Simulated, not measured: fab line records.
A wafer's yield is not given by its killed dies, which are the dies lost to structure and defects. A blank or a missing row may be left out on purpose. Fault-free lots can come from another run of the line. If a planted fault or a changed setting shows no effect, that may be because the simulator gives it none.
One fault through the eyes of 2 desks ; flow n5_finfet ; numbers are kept per desk, each desk with only its own; the story behind them comes last

## THE METROLOGY DESK
Lot by lot, what the gauges showed, no matter which tool ran the lot: averages of those sampled wafers that carry a number. If a lot's mean is further than 4 standard deviations from the usual mean, the lot is out of limits and carries the mark OUT (the distance appears in the brackets).
Columns: A = trench_depth_nm at N5_BEOL_M14_OCD_MEAS_35, usual 554 nm; B = M14_THK at N5_BEOL_M14_THK_MEAS_50, usual 551 nm
lot;first seen here;A;B
L675;day 12 07:54;558;553
L677;day 12 14:21;549;542
L682;day 13 20:28;553;550
L683;day 13 20:31;553;545
L688;day 15 21:05;564;558
L690;day 16 14:07;542;533
L689;day 16 14:50;553;547
L693;day 17 02:29;548;554
L695;day 17 13:41;548;534
L694;day 17 16:53;552;554
L697;day 17 22:05;554;542
Result from this desk: across the 11 lots, nothing is out of limits.

## FOR THE TOOL OWNER'S DESK: pecvd-04
The tool's own readings at N5_BEOL_M15_ILD_DEP_00 (deposits SiO2 from TEOS/O2, target thk 1629.3 nm, time 346.1 s): means of the sampled wafers that have a number, for each lot that ran on this tool. If a lot's mean is further than 4 standard deviations from the usual mean, the lot is out of limits and carries the mark OUT (the distance appears in the brackets).
Columns: A = heater_power_w at N5_BEOL_M15_ILD_DEP_00, usual 524 W; B = showerhead_plenum_p_Torr at N5_BEOL_M15_ILD_DEP_00, usual 8.36 Torr; C = susceptor_temp_C at N5_BEOL_M15_ILD_DEP_00, usual 399.98 C; D = throttle_valve_pct at N5_BEOL_M15_ILD_DEP_00, usual 18.9 %
lot;first seen here;A;B;C;D
L677;day 12 18:31;493;8.38;399.92;18.2
L682;day 13 22:34;469;8.38;399.25;18.4
L683;day 14 02:49;497;8.35;398.37 (-7.3) OUT;18.3
L689;day 16 19:02;518;8.36;399.90;18.8
L694;day 17 19:34;497;8.38;399.98;18.4
L697;day 18 03:45;494;8.37;400.05;18.0
This desk's verdict: out of limits on L683, starting with L683 at day 14 02:49 (susceptor_temp_C at N5_BEOL_M15_ILD_DEP_00). L677, L682, L689, L694, L697 stayed within limits.

## PUT TOGETHER
An alarm could have come from the tool owner's desk at day 14 02:49, on L683.
From the metrology desk's view, nothing was out of limits.
The metrology desk has L683 on record, within its limits.
Of the lots named, all ran N5_BEOL_M15_ILD_DEP_00 on pecvd-04.

## WHAT HAD BEEN PUT IN BY THE SIMULATOR
pecvd-04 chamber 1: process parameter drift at N5_BEOL_M15_ILD_DEP_00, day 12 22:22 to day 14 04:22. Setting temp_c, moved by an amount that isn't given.
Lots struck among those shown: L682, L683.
Time in hours from fault onset to the first out-of-limits reading at each desk: the tool owner's desk, 28.
